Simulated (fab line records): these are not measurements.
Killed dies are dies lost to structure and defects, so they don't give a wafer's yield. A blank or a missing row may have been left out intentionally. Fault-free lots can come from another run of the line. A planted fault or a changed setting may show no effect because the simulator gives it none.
Comparing a struck lot with a sound one + flow n5-finfet + 37 steps out of a route of 1938
Sound: wafers L849.3, L849.4, L849.6. Wafers struck: L857.2, L857.4, L857.5. Last of all comes the cause.
Per side, at each step with rows, come the tool, then ch with its chambers, and then its first start. Under that, the readings that differ: sound wafers + struck wafers + difference of the means + sigmas: that difference in standard deviations of wafers without a fault.
alike: a reading whose means differ by less than 2 such deviations, as well as words and numbers matching on both sides. not compared: withheld readings; readings where some wafer has no value; bounds like >300 that might hide an equal value; numbers whose values overlap and for which the record gives no deviation.
Wherever a step has rows on one side only, a row that says differs or no value, or a row with sigmas, the two part there. When numbers do not overlap yet have no deviation, they are printed without sigmas and do not part them. A reading that every wafer of one side lacks parts them only if that side has two wafers or more.

first, 11 steps without rows for these wafers: N5_BEOL_M7_ETCH_66 (etches SOC in N2/H2, target depth 80 nm, overetch 16 nm, time 120 s); N5_BEOL_M7_STRIP_69 (strips in N2/H2); N5_BEOL_M7_STRIP_73 (strips in N2/H2); N5_BEOL_M7_VIA_ETCH_34 (etches SiCOH lowk in C4F6/O2, target depth 125.5 nm, time 50.5 s); N5_BEOL_M7_STRIP_76 (strips in C4F6/O2); N5_BEOL_M7_STRIP_36 (strips in N2/H2); N5_BEOL_M7_TRENCH_ETCH_37 (etches SiCOH lowk in C4F6/O2, target depth 93.478 nm, time 31.2 s); N5_BEOL_M7_ETCH_41 (etches SiCN in CH3F/O2, target depth 31.9 nm, time 57.8 s); N5_BEOL_M7_STRIP_80 (strips in N2/H2, time 10 s); N5_BEOL_M7_HM_STRIP_39 (strips TiN in peroxide tin strip, target depth 25 nm, time 158 s); N5_BEOL_M7_SRD_40 (time 30 s).
N5_BEOL_M7_PRECLEAN_42: cleans in residue remover, time 60 s.
  sound on wet-bench-05 ch 2,3,4, day 10 12:28; struck on wet-bench-03 ch 2,4,5, day 12 13:08
| reading               | sound          | struck         | difference | sigmas |
|-----------------------|----------------|----------------|------------|--------|
| bath-guard-temp-C (C) | 38.4 39.1 40.7 | 40.7 41.4 40.1 | +1.3       | +2     |
then, 24 steps without rows for these wafers: N5_BEOL_M7_SRD_43 (time 30 s); N5_BEOL_M7_CURE_75 (cures SiCOH lowk, time 120 s); N5_BEOL_M7_DEGAS_44 (time 60 s); N5_BEOL_M7_PRE_CLEAN_45 (time 30 s); N5_BEOL_M7_ALD_77 (deposits TaN, target thk 2 nm, pulse time 2 s, purge time 3 s); N5_BEOL_M7_SURFACE_TREAT_79; N5_BEOL_M7_CVD_78 (deposits Co from CCTBA/H2, target thk 2 nm, time 142.3 s); N5_BEOL_M7_SPUTTER_48 (material Cu, target thk 10 nm, time 1.667 s); N5_BEOL_M7_ECD_50 (material Cu, target thk 300 nm); N5_BEOL_M7_ANNEAL_51 (time 90 s); N5_BEOL_M7_CMP_52 (polishes, stops on SiCOH lowk, t overpolish 6.9 s, target thk 80 nm); N5_BEOL_M7_PRE_CLEAN_55 (time 15 s); N5_BEOL_M7_DEP_56 (deposits SiCN from 3MS/NH3, target thk 10 nm, time 17.5 s); N5_BEOL_M8_ILD_DEP_00 (deposits SiCOH lowk from DEMS/porogen, target thk 179.75 nm, time 33.4 s); N5_BEOL_M8_CURE_74 (cures SiCOH lowk, time 240 s); N5_BEOL_M8_PECVD_70 (deposits SiO2 from TEOS/O2, target thk 20 nm, time 22.7 s); N5_BEOL_M8_HM_DEP_02 (deposits TiN, target thk 20 nm); N5_BEOL_M8_COAT_59 (time 60 s, resist thk 100 nm); N5_BEOL_M8_COAT_60 (time 60 s, resist thk 35 nm); N5_BEOL_M8_COAT_05 (resist thk 90 nm); N5_BEOL_M8_EBR_07; N5_BEOL_M8_SOFTBAKE_06 (time 60 s); N5_BEOL_M8_EXPOSE_08 (exposes mask M8); N5_BEOL_M8_PEB_09 (peb time 60 s).
-- record jumps: 3 days separate the struck wafers' starts on either side; left off in module BEOL_M8, taken up again in module PASSIVATION, whose first shown step is the route's number 1936 --
N5_PASSIVATION_PROBE_49:
  only the struck wafers here have rows in the record (prober-01, day 16 00:17); the sound ones have none

WHERE THEY PART
At N5_BEOL_M7_PRECLEAN_42 first; at N5_PASSIVATION_PROBE_49 last (within this record only).

WHY: what the simulator had put in
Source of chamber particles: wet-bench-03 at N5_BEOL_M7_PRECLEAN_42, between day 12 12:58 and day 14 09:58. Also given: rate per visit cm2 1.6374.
